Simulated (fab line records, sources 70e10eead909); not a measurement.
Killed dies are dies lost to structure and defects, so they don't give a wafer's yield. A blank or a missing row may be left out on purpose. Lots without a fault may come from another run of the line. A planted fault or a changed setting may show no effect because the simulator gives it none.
Chamber matching | flow nand_harc | NHARC_A_SGD_CUT_DEP_00 on pecvd-01: 3 sister chambers
The step deposits SiNx, target thk 50 nm. 6 wafers are shown with their chamber, then 7 later ones without.

WAFERS WITH THEIR CHAMBER
wafer  | chamber | heater_power_w (W) | heater_power_outer_w (W)
L083.2 | 1       | 607                | 408
L085.2 | 2       | 690                | 423
L085.5 | 0       | 689                | 438
L085.6 | 2       | 687                | 424
L087.1 | 1       | 713                | 469
L087.2 | 0       | 660                | 408

WAFERS WITHOUT THEIR CHAMBER
wafer  | heater_power_w (W) | heater_power_outer_w (W)
L087.3 | 733                | 456
L090.1 | 727                | 473
L090.3 | 701                | 424
L090.5 | 585                | 368
L097.1 | 735                | 442
L097.3 | 713                | 463
L097.4 | 729                | 461

WHICH CHAMBER EACH WENT THROUGH
wafer  | from the rows above          | in truth
L087.3 | can't be placed: 2 or 1 or 0 | 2
L090.1 | can't be placed: 1 or 2 or 0 | 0
L090.3 | can't be placed: 2 or 0 or 1 | 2
L090.5 | can't be placed: 0 or 1 or 2 | 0
L097.1 | can't be placed: 2 or 0 or 1 | 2
L097.3 | can't be placed: 1 or 2 or 0 | 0
L097.4 | can't be placed: 2 or 1 or 0 | 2
Placed correctly: 0 of 7. Can't be placed from these rows: 7 (the true chamber is among the candidates in 7). Placed wrongly: 0.
How it was worked out, from the rows above alone: a wafer's distance from a chamber is the root of the sum, over the readings, of the square of ((its reading less the chamber's mean) divided by the reading's scatter). The wafer belongs to the nearest chamber; if the next one is less than 2 further off, it can't be placed. A chamber's mean is the mean of its shown wafers. The scatter: the root of (the sum of the squares of (reading less its chamber's mean) over the shown wafers, divided by (wafers less chambers)).
